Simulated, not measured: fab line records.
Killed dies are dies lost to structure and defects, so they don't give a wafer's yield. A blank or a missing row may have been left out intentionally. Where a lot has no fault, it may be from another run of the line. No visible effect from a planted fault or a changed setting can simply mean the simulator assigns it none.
fab line records	flow n5Finfet
record: lots: 10	wafers: 30	lastDay: 17
route steps=1938 shown WELL_APT@25 PMOS_HMC_CHANNEL_EPI@68 BEOL_M4@1111
lots untouched by any fault: they come from a run of this same line in which no faults occurred
startH: start of the lot's first displayed wafer, in hours after the record's first day	waitH: time in hours since the lot's previous step	" identical to the entry in the row above	L1.1+2: several wafers, shown together as one row	- value missing, or start not given	* or withheld: withheld	< > ~ a bound
route shown NAME@n: a module of which the file shows steps, and the number in the route of the first	usual: the fault-free wafers' mean and standard deviation	same: alike in all rows	chamber/n: place in a boat	sites: readings site by site	_std_site: the standard deviation of these	_edge_site: inner sites' mean taken away from outer sites' mean	radiusMm: how far each site lies from the wafer's centre	mask NAME#n: copy n	behind: tool/chamber where the wafer was last shaped	hold: reason for holding the lot/hours on hold/outcome of the hold	device: names the non-switching transistor (n, p or np)	end of line: the same wafers' tests at the end of the route	a step without rows: its recipe alone	killed: at the first sort, the dies lost to defects and structure; wafer yield is something else	map: a wafer's dies, marking killed ones x, the rest . and places with no die _
set.NAME: setting as actually run; set.NAME@STEP: the setting as run at that earlier step	model.NAME: the simulator's own value behind a step, which no gauge read
steps of the route over a sample of lots; a table a step, a row a wafer
services: from which hour (startH, from the record's first day; less than 0 if before it) a tool's chamber was out of use, for how many hours, and why
== steps ==
step: N5_WELL_APT_PEB_06
recipe: pebTempC: 130	pebTimeS: 90
usual: heaterPowerTotalW: 172.4/0.85
lot.wafer	tool	chamber	startH	waitH	heaterPowerTotalW
L143.3	lithoTrack-01	0	19.74	0.0	173.0
L143.5	"	0	"	"	172.1
L143.6	"	0	"	"	173.0
L147.3	lithoTrack-05	0	43.61	0.0	173.0
L147.4	"	0	"	"	173.2
L147.6	"	0	"	"	170.9
L149.1	lithoTrack-05	0	55.57	0.1	172.1
L149.2	"	0	"	"	172.3
L149.5	"	0	"	"	172.9
L152.1	lithoTrack-05	0	73.57	0.1	172.1
L152.3	"	0	"	"	173.0
L152.4	"	0	"	"	173.2
L154.1	lithoTrack-01	0	85.53	0.1	171.7
L154.2	"	0	"	"	172.0
L154.6	"	0	"	"	172.2
L155.3	lithoTrack-05	0	91.91	0.0	173.9
L155.5	"	0	"	"	172.8
L155.6	"	0	"	"	173.2
L158.1	lithoTrack-05	0	109.69	0.1	178.2
L158.2	"	0	"	"	180.1
L158.4	"	0	"	"	179.3
L160.1	lithoTrack-01	0	121.62	0.1	172.0
L160.2	"	0	"	"	172.1
L160.6	"	0	"	"	171.5
L161.1	lithoTrack-05	0	127.94	0.1	178.8
L161.3	"	0	"	"	180.5
L161.6	"	0	"	"	179.1
L162.1	lithoTrack-05	0	133.75	0.1	180.5
L162.3	"	0	"	"	181.2
L162.4	"	0	"	"	179.7
step: N5_WELL_APT_EPI_41
recipe: material: Si	targetThkA: 500	tempC: 650	precursor: SiH4/H2	pressureTorr: 20	timeS: 297.7
usual: susceptorTempC: 650.00/0.29	throttleValvePct: 11.0/0.32
lot.wafer	tool	chamber	startH	waitH	susceptorTempC	throttleValvePct
L143.3	epiRpcvd-04	0	22.55	0.2	650.32	10.7
L143.5	"	0	"	"	650.27	10.6
L143.6	"	0	"	"	649.93	10.6
L147.3	epiRpcvd-04	0	46.88	0.2	649.87	10.9
L147.4	"	0	"	"	649.98	10.7
L147.6	"	0	"	"	649.44	10.6
L149.1	epiRpcvd-04	0	58.27	0.0	650.11	10.5
L149.2	"	0	"	"	650.30	10.7
L149.5	"	0	"	"	650.33	10.8
L152.1	epiRpcvd-01	0	76.11	0.0	650.18	11.2
L152.3	"	0	"	"	650.17	11.2
L152.4	"	0	"	"	650.00	11.4
L154.1	epiRpcvd-01	0	88.19	0.0	649.86	11.3
L154.2	"	0	"	"	650.05	11.4
L154.6	"	0	"	"	650.04	11.0
L155.3	epiRpcvd-02	0	94.51	0.3	650.14	11.5
L155.5	"	0	"	"	649.89	11.2
L155.6	"	0	"	"	649.72	11.2
L158.1	epiRpcvd-01	0	112.15	0.0	650.54	11.2
L158.2	"	0	"	"	650.23	10.9
L158.4	"	0	"	"	649.88	11.0
L160.1	epiRpcvd-02	0	124.73	0.0	649.82	11.4
L160.2	"	0	"	"	649.99	11.5
L160.6	"	0	"	"	649.91	11.2
L161.1	epiRpcvd-04	0	130.50	0.0	650.20	10.5
L161.3	"	0	"	"	649.72	10.8
L161.6	"	0	"	"	649.92	10.8
L162.1	epiRpcvd-02	0	136.67	0.0	649.65	11.4
L162.3	"	0	"	"	649.82	11.5
L162.4	"	0	"	"	649.73	11.4
step: N5_WELL_APT_INSPECT_38
recipe: inspectInstrument: darkfield	mode: postEpi
usual: rawDefectCount: 12/4.8
lot.wafer	tool	chamber	startH	waitH	rawDefectCount
L143.3	defectInspect-01	-	22.99	0.3	7
L143.5	"	-	"	"	12
L143.6	"	-	"	"	7
L147.3	defectInspect-02	-	47.33	0.4	10
L147.4	"	-	"	"	7
L147.6	"	-	"	"	6
L149.1	defectInspect-02	-	58.90	0.5	7
L149.2	"	-	"	"	23
L149.5	"	-	"	"	15
L152.1	defectInspect-01	-	76.95	0.7	9
L152.3	"	-	"	"	4
L152.4	"	-	"	"	16
L154.1	defectInspect-01	-	89.02	0.7	10
L154.2	"	-	"	"	10
L154.6	"	-	"	"	8
L155.3	defectInspect-01	-	95.08	0.4	8
L155.5	"	-	"	"	21
L155.6	"	-	"	"	22
L158.1	defectInspect-01	-	113.25	0.9	21
L158.2	"	-	"	"	14
L158.4	"	-	"	"	17
L160.1	defectInspect-01	-	125.83	0.9	10
L160.2	"	-	"	"	16
L160.6	"	-	"	"	12
L161.1	defectInspect-02	-	131.34	0.7	12
L161.3	"	-	"	"	11
L161.6	"	-	"	"	8
L162.1	defectInspect-01	-	137.77	0.9	23
L162.3	"	-	"	"	11
L162.4	"	-	"	"	12
step: N5_PMOS_HMC_CHANNEL_EPI_DESCUM_14
recipe: chemistry: O2	timeS: 7.9	sourcePowerW: 50	biasPowerW: 20	pressureMtorr: 20	rfFrequencyHz: 2.712e+07	tempC: 40	resist: CAR-ArF-block	o2FlowSccm: 225
usual: drypumpMotorCurrentA: 6.0/0.43	o2FlowSccm: 225.0/0.68	oesProductAu: 0.79/0.071	rfVppV: 243.5/1.3	showerheadPlenumPTorr: 2.12/0.056	throttleValvePct: 20.40/0.12
lot.wafer	tool	chamber	startH	waitH	drypumpMotorCurrentA	o2FlowSccm	oesProductAu	rfHoursCounterH	rfVppV	showerheadPlenumPTorr	throttleValvePct
L143.3	rieDiel-04	0	23.52	0.0	5.4	225.8	0.94	12	244.7	2.24	20.20
L143.5	"	3	"	"	6.5	224.6	0.75	-	242.5	2.11	20.37
L143.6	"	0	"	"	5.4	224.8	0.94	-	244.7	2.24	20.22
L147.3	rieDiel-03	0	47.91	0.2	6.3	224.2	0.76	158	244.0	2.08	20.35
L147.4	"	1	"	"	6.1	223.2	0.69	246	243.6	2.06	20.68
L147.6	"	3	"	"	5.6	225.0	0.73	-	242.9	2.09	20.44
L149.1	rieDiel-04	2	59.31	0.0	6.5	225.7	0.76	169	244.0	2.09	20.30
L149.2	"	0	"	"	5.4	224.5	0.91	25	244.4	2.24	20.21
L149.5	"	3	"	"	6.4	225.3	0.74	-	243.4	2.10	20.37
L152.1	rieDiel-04	2	77.48	0.0	6.5	224.4	0.75	174	243.9	2.09	20.33
L152.3	"	0	"	"	5.5	225.8	0.89	29	244.1	2.23	20.23
L152.4	"	1	"	"	6.2	225.0	0.79	112	243.5	2.11	20.58
L154.1	rieDiel-04	3	89.55	0.0	6.4	225.1	0.72	150	241.8	2.10	20.39
L154.2	"	1	"	"	6.1	224.2	0.79	116	242.6	2.10	20.57
L154.6	"	3	"	"	6.4	225.1	0.74	-	243.4	2.10	20.40
L155.3	rieDiel-03	1	95.88	0.3	6.1	225.1	0.95	7	242.6	2.06	20.27
L155.5	"	3	"	"	5.6	225.4	0.72	-	241.6	2.08	20.48
L155.6	"	0	"	"	6.3	225.7	0.75	-	241.1	2.07	20.36
L158.1	rieDiel-04	2	113.95	0.3	6.5	224.2	0.75	185	243.9	2.09	20.35
L158.2	"	3	"	"	6.4	224.6	0.73	155	242.8	2.10	20.40
L158.4	"	0	"	"	5.5	225.5	0.87	42	243.9	2.23	20.25
L160.1	rieDiel-04	2	126.94	0.6	6.5	225.0	0.74	189	244.4	2.09	20.34
L160.2	"	0	"	"	5.4	224.7	0.87	45	244.8	2.23	20.26
L160.6	"	0	"	"	5.4	224.5	0.87	-	244.6	2.23	20.24
L161.1	rieDiel-04	3	131.87	0.0	6.5	225.7	0.72	161	243.0	2.10	20.40
L161.3	"	2	"	"	6.5	225.4	0.74	190	242.2	2.08	20.34
L161.6	"	0	"	"	5.4	225.9	0.87	-	245.7	2.23	20.27
L162.1	rieDiel-03	0	138.30	0.0	6.4	225.5	0.74	191	242.8	2.07	20.39
L162.3	"	1	"	"	6.0	224.1	0.91	23	240.9	2.06	20.29
L162.4	"	1	"	"	6.0	224.1	0.91	-	241.2	2.06	20.33
step: N5_BEOL_M4_RC_MEAS_101
usual: DIBL_N: 36.1/1.3	DIBL_P: 36.1/1.7	IOFF_N: 0.154/0.022	IOFF_P: 0.201/0.024	ION_N: 675/8.9	ION_P: 462/5.9	SS_N: 71.5/0.49	SS_P: 73.3/0.58	VT_N: 250.0/2.7	VT_P: -251.3/2.7
lot.wafer	tool	chamber	startH	waitH	DIBL_N[mV/V]	DIBL_P[mV/V]	IOFF_N[nA/um]	IOFF_P[nA/um]	ION_N[uA/um]	ION_P[uA/um]	SS_N[mV/dec]	SS_P[mV/dec]	VT_N[mV]	VT_P[mV]
L143.3	prober-02	0	170.07	0.3	34.0	33.8	0.133	0.171	662	449	71.7	72.9	250.9	-255.2
L143.5	"	0	"	"	33.7	33.7	0.128	0.170	672	464	71.9	73.1	254.0	-254.0
L143.6	"	0	"	"	33.8	33.5	0.129	0.167	662	456	71.2	72.6	252.7	-255.0
L147.3	prober-01	0	193.75	0.3	35.5	35.7	0.139	0.213	673	460	72.1	73.3	251.8	-249.5
L147.4	"	0	"	"	35.4	34.5	0.133	0.200	656	459	71.7	72.9	253.1	-248.3
L147.6	"	0	"	"	35.1	34.4	0.133	0.200	663	461	71.3	72.8	249.9	-248.9
L149.1	prober-02	0	212.89	0.0	36.1	34.8	0.155	0.202	669	464	71.9	72.5	250.6	-253.7
L149.2	"	0	"	"	35.3	33.5	0.148	0.184	682	462	72.0	72.7	249.2	-254.6
L149.5	"	0	"	"	35.4	33.9	0.141	0.189	674	465	71.2	73.1	253.0	-253.1
L152.1	prober-01	0	234.47	0.0	36.3	35.6	0.127	0.182	662	455	71.1	72.7	252.8	-253.7
L152.3	"	0	"	"	37.7	37.2	0.162	0.205	672	460	71.3	74.0	249.4	-252.9
L152.4	"	0	"	"	34.9	33.8	0.116	0.165	664	455	70.9	72.9	253.7	-253.3
L155.3	prober-01	0	256.60	0.3	32.9	32.7	0.124	0.164	677	465	71.2	73.2	251.8	-253.6
L155.5	"	0	"	"	33.4	33.6	0.129	0.179	664	458	71.1	73.4	251.4	-254.2
L155.6	"	0	"	"	33.5	32.3	0.119	0.157	671	460	71.3	72.7	255.1	-254.7
L154.1	prober-01	0	259.59	0.0	36.0	34.7	0.144	0.203	673	466	70.5	72.4	249.2	-247.3
L154.2	"	0	"	"	37.1	35.7	0.161	0.215	672	463	71.2	73.2	249.9	-250.3
L154.6	"	0	"	"	36.7	35.4	0.161	0.209	679	466	71.0	73.3	249.1	-251.8
L158.1	prober-01	0	262.90	0.0	36.7	38.5	0.165	0.205	672	457	72.0	73.8	250.8	-254.0
L158.2	"	0	"	"	37.5	40.4	0.185	0.235	682	459	71.9	74.1	251.0	-249.4
L158.4	"	0	"	"	35.5	37.5	0.140	0.195	654	449	71.7	73.5	254.2	-251.7
L160.1	prober-02	0	284.72	0.0	36.0	36.7	0.141	0.183	668	455	70.9	73.6	250.3	-252.3
L160.2	"	0	"	"	36.6	36.9	0.141	0.189	667	456	71.6	73.5	252.9	-256.0
L160.6	"	0	"	"	34.9	35.4	0.122	0.162	659	453	70.7	72.5	253.9	-256.0
L161.1	prober-01	0	289.51	0.0	35.4	35.5	0.150	0.197	676	465	71.8	72.6	249.4	-252.2
L161.3	"	0	"	"	34.2	33.2	0.120	0.163	666	456	71.3	72.9	252.3	-252.5
L161.6	"	0	"	"	36.5	36.5	0.167	0.208	680	468	72.3	73.0	248.5	-249.7
L162.1	prober-02	0	293.24	0.0	38.8	38.7	0.206	0.234	693	465	72.0	74.5	246.4	-251.8
L162.3	"	0	"	"	38.5	38.0	0.195	0.228	696	471	71.5	74.8	247.9	-251.2
L162.4	"	0	"	"	36.1	35.9	0.144	0.182	675	458	71.0	73.2	250.5	-255.0
== services ==
tool	chamber	startH	hours	kind
rieDiel-04	-	-0.26	14.5	repair
rieDiel-03	1	60.76	-	clean
rieDiel-03	1	60.76	-	consumableReplace:focusRing
rieDiel-03	1	60.76	13.9	scheduledDown
rieDiel-03	1	60.76	13.9	ventCycle
rieDiel-03	2	79.31	3.5	repair
rieDiel-03	-	87.04	0.8	repair
rieDiel-04	3	95.97	9.2	repair
rieDiel-03	2	97.05	64.8	repair
== key ==
firstSign: step: N5_WELL_APT_PEB_06	reading: heaterPowerTotalW	direction: up	sigmas: 8.5	usual: *	struck: *
effect none on later readings
metAt N5_WELL_APT_PEB_06
struckLots L158,L161,L162
loopTrim: step: N5_WELL_APT_EXPOSE_05	setting: dose	lots: L162
notActingAt N5_WELL_APT_EPI_41,N5_WELL_APT_INSPECT_38,N5_PMOS_HMC_CHANNEL_EPI_DESCUM_14
onsetBetween 91.91 109.69
fault: kind: processParameterDrift	tool: lithoTrack-05	chamber: -	onsetH: 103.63	steps: N5_WELL_APT_PEB_06	channel: pebTimeS	offset: *	shape: step	endH: 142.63	actsIn: *	stated: *
loopTrim: a control loop set the setting to another value than it would have without faults
